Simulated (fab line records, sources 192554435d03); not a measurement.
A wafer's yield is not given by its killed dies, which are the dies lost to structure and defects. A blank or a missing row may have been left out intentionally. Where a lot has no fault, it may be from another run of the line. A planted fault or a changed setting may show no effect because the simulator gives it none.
What tool caused it? || flow n5_finfet || 10 lots, 30 wafers sampled, at 4 steps of a route of 1938

== WHAT THE GAUGES READ, wafer by wafer ==
N5_ILD0_THK_MEAS_08.
{"lot": "L077", "measured": "day 4 12:09", "on": "film_metro-02", "thk_nm (nm)": "138.7 139.1 138.6"}
{"lot": "L079", "measured": "day 4 23:21", "on": "film_metro-02", "thk_nm (nm)": "139.6 138.0 140.1"}
{"lot": "L081", "measured": "day 5 13:40", "on": "film_metro-01", "thk_nm (nm)": "139.9 140.5 139.7"}
{"lot": "L083", "measured": "day 5 19:50", "on": "film_metro-02", "thk_nm (nm)": "138.1 140.9 140.0"}
{"lot": "L086", "measured": "day 6 20:40", "on": "film_metro-01", "thk_nm (nm)": "140.3 140.3 139.0"}
{"lot": "L088", "measured": "day 7 04:22", "on": "film_metro-02", "thk_nm (nm)": "138.6 140.1 139.5"}
{"lot": "L090", "measured": "day 7 15:10", "on": "film_metro-02", "thk_nm (nm)": "140.0 138.5 138.8"}
{"lot": "L092", "measured": "day 8 01:41", "on": "film_metro-02", "thk_nm (nm)": "139.4 138.7 139.1"}
{"lot": "L094", "measured": "day 8 13:41", "on": "film_metro-01", "thk_nm (nm)": "139.5 139.6 138.2"}
{"lot": "L097", "measured": "day 9 07:20", "on": "film_metro-02", "thk_nm (nm)": "140.5 140.4 139.8"}

== EACH LOT AND THE TOOL THAT RAN IT (in order: tool; ch and the chambers of the sampled wafers; start) ==
{"lot": "L077", "N5_FIN_CUT_CUT_ETCH_15": "rie_si-06 ch 0,1,3, day 2 22:25", "N5_DUMMY_GATE_ETCH_31": "rie_diel-04 ch 0,1,2, day 3 18:52", "N5_ILD0_CMP_07": "cmp-04 ch 0,3, day 4 11:51"}
{"lot": "L079", "N5_FIN_CUT_CUT_ETCH_15": "rie_si-01 ch 0,2,3, day 3 10:25", "N5_DUMMY_GATE_ETCH_31": "rie_diel-04 ch 0,1,3, day 4 07:28", "N5_ILD0_CMP_07": "cmp-04 ch 1,2,3, day 4 23:05"}
{"lot": "L081", "N5_FIN_CUT_CUT_ETCH_15": "rie_si-03 ch 0,1,2, day 4 01:43", "N5_DUMMY_GATE_ETCH_31": "rie_diel-05 ch 1,3, day 4 20:36", "N5_ILD0_CMP_07": "cmp-01 ch 1,2,3, day 5 13:11"}
{"lot": "L083", "N5_FIN_CUT_CUT_ETCH_15": "rie_si-06 ch 0,1, day 4 10:21", "N5_DUMMY_GATE_ETCH_31": "rie_diel-04 ch 0,3, day 5 05:47", "N5_ILD0_CMP_07": "cmp-01 ch 0,1,2, day 5 19:37"}
{"lot": "L086", "N5_FIN_CUT_CUT_ETCH_15": "rie_si-06 ch 1,3, day 5 06:10", "N5_DUMMY_GATE_ETCH_31": "rie_diel-04 ch 0,1, day 6 04:30", "N5_ILD0_CMP_07": "cmp-04 ch 0,1,3, day 6 20:24"}
{"lot": "L088", "N5_FIN_CUT_CUT_ETCH_15": "rie_si-01 ch 1,2, day 5 16:42", "N5_DUMMY_GATE_ETCH_31": "rie_diel-05 ch 0,2, day 6 14:19", "N5_ILD0_CMP_07": "cmp-03 ch 1,2,3, day 7 04:09"}
{"lot": "L090", "N5_FIN_CUT_CUT_ETCH_15": "rie_si-03 ch 0,2,3, day 6 06:45", "N5_DUMMY_GATE_ETCH_31": "rie_diel-04 ch 0,2, day 7 00:57", "N5_ILD0_CMP_07": "cmp-03 ch 0,2,3, day 7 14:52"}
{"lot": "L092", "N5_FIN_CUT_CUT_ETCH_15": "rie_si-01 ch 0,1,3, day 6 16:44", "N5_DUMMY_GATE_ETCH_31": "rie_diel-05 ch 1,2,3, day 7 11:24", "N5_ILD0_CMP_07": "cmp-03 ch 1,2,3, day 8 01:23"}
{"lot": "L094", "N5_FIN_CUT_CUT_ETCH_15": "rie_si-03 ch 0,3, day 7 03:33", "N5_DUMMY_GATE_ETCH_31": "rie_diel-04 ch 1,2,3, day 7 23:31", "N5_ILD0_CMP_07": "cmp-01 ch 2,3, day 8 13:24"}
{"lot": "L097", "N5_FIN_CUT_CUT_ETCH_15": "rie_si-03 ch 0,2,3, day 7 22:31", "N5_DUMMY_GATE_ETCH_31": "rie_diel-02 ch 2,3, day 8 16:40", "N5_ILD0_CMP_07": "cmp-03 ch 0,2,3, day 9 07:07"}
- N5_FIN_CUT_CUT_ETCH_15: etches Si in HBr/Cl2/O2, target depth 100 nm, bt time 10 s, time 42.4 s.
- N5_DUMMY_GATE_ETCH_31: etches SiO2 in C4F6/O2, target depth 82.5 nm, time 27.5 s.
- N5_ILD0_CMP_07: polishes SiO2 flowable, stops on poly-Si, t overpolish 1.18 s, target thk 138.88 nm.

== THE ANSWER, worked out from the rows above alone ==
Rule: the lots themselves supply what counts as usual. Put in order of their means at a reading, lots are off if they are a third of the lots or fewer, leave a main group of 4 or more, and stand apart from it by a gap of 3 or more times the standard deviation of the main group's means; of several such gaps the widest counts. The tables above print the reading to a certain number of digits; a main group whose means all agree to those digits is not used. Also off: a lot with no number at a reading for which 4 or more lots have one. The other lots that the step has rows for count as sound.
None of the lots is off at any reading shown; this tells nothing.

== WHAT THE SIMULATOR PUT IN ==
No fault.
